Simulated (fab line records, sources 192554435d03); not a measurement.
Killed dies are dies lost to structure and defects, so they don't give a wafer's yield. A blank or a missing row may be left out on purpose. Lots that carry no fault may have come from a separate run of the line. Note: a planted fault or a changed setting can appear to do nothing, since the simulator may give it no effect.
3 desks, one fault + flow n5Finfet + numbers are kept per desk, each desk with only its own; the story behind them comes last

## THE DEFECT DESK
Counts from the inspections along the route, per lot, as means over the sampled wafers that have a number. The brackets show how far a lot's mean lies from the usual mean; more than 4 standard deviations puts the lot out of limits, marked OUT.
Columns: A = rawDefectCount at N5_BEOL_M2_INSPECT_30, usual 419
| lot  | first seen here | A   |
|------|-----------------|-----|
| L831 | day 9 00:29     | 328 |
| L832 | day 9 13:26     | 392 |
| L835 | day 10 06:17    | 452 |
| L839 | day 11 05:05    | 460 |
| L842 | day 12 04:46    | 347 |
| L843 | day 12 08:29    | 468 |
| L844 | day 12 14:37    | 359 |
This desk's finding: nothing out of limits on any of the 7 lots.

## THE TOOL OWNER'S DESK: rieDiel-01
The tool's own readings at N5_BEOL_M2_DESCUM_33 (chemistry O2, time 7 s): means of the sampled wafers that have a number, for each lot that ran on this tool. The brackets show how far a lot's mean lies from the usual mean; more than 4 standard deviations puts the lot out of limits, marked OUT.
Columns: A = drypumpMotorCurrentA at N5_BEOL_M2_DESCUM_33, usual 5.7 A; B = oesProductAu at N5_BEOL_M2_DESCUM_33, usual 0.78 a.u.; C = rfVppV at N5_BEOL_M2_DESCUM_33, usual 242.6 V; D = showerheadPlenumPTorr at N5_BEOL_M2_DESCUM_33, usual 2.059 Torr; E = throttleValvePct at N5_BEOL_M2_DESCUM_33, usual 20.45 %
| lot  | first seen here | A   | B    | C     | D     | E     |
|------|-----------------|-----|------|-------|-------|-------|
| L831 | day 9 00:31     | 5.2 | 0.71 | 243.1 | 2.067 | 20.56 |
| L832 | day 9 13:32     | 5.2 | 0.71 | 242.8 | 2.065 | 20.57 |
| L835 | day 10 06:19    | 5.2 | 0.81 | 242.9 | 2.056 | 20.52 |
| L844 | day 12 15:41    | 5.4 | 0.74 | 243.5 | 2.048 | 20.44 |
This desk's finding: nothing out of limits on any of the 4 lots.

## METROLOGY DESK
Lot by lot, what the gauges showed, no matter which tool ran the lot: averages of those sampled wafers that carry a number. The brackets show how far a lot's mean lies from the usual mean; more than 4 standard deviations puts the lot out of limits, marked OUT. It has 12 readings; the 7 that lie furthest out on some lot are the ones shown.
Columns: A = DIBL_N at N5_BEOL_M4_RC_MEAS_101, usual 36.5 mV/V; B = DIBL_P at N5_BEOL_M4_RC_MEAS_101, usual 36.5 mV/V; C = IOFF_N at N5_BEOL_M4_RC_MEAS_101, usual 0.163 nA/um; D = IOFF_P at N5_BEOL_M4_RC_MEAS_101, usual 0.219 nA/um; E = ION_P at N5_BEOL_M4_RC_MEAS_101, usual 464 uA/um; F = SS_P at N5_BEOL_M4_RC_MEAS_101, usual 73.4 mV/dec; G = VT_P at N5_BEOL_M4_RC_MEAS_101, usual -250 mV
| lot  | first seen here | A    | B    | C     | D     | E   | F    | G    |
|------|-----------------|------|------|-------|-------|-----|------|------|
| L831 | day 9 00:23     | 36.5 | 37.2 | 0.153 | 0.214 | 462 | 73.2 | -250 |
| L832 | day 9 13:22     | 37.7 | 38.2 | 0.204 | 0.281 | 476 | 73.2 | -244 |
| L835 | day 10 06:11    | 36.0 | 37.5 | 0.162 | 0.227 | 464 | 73.8 | -248 |
| L839 | day 11 05:00    | 39.0 | 40.6 | 0.200 | 0.251 | 468 | 74.4 | -250 |
| L842 | day 12 04:41    | 35.3 | 35.7 | 0.147 | 0.178 | 453 | 73.7 | -254 |
| L843 | day 12 08:24    | 34.0 | 35.7 | 0.136 | 0.197 | 468 | 72.8 | -251 |
| L844 | day 12 14:31    | 35.5 | 34.5 | 0.139 | 0.207 | 468 | 73.3 | -249 |
This desk's finding: nothing out of limits on any of the 7 lots.

## PUT TOGETHER
Nothing the defect desk looked at was out of limits.
Nothing out of limits was seen by the tool owner's desk.
Metrology desk: nothing out of limits seen.

## WHAT HAD BEEN PUT IN BY THE SIMULATOR
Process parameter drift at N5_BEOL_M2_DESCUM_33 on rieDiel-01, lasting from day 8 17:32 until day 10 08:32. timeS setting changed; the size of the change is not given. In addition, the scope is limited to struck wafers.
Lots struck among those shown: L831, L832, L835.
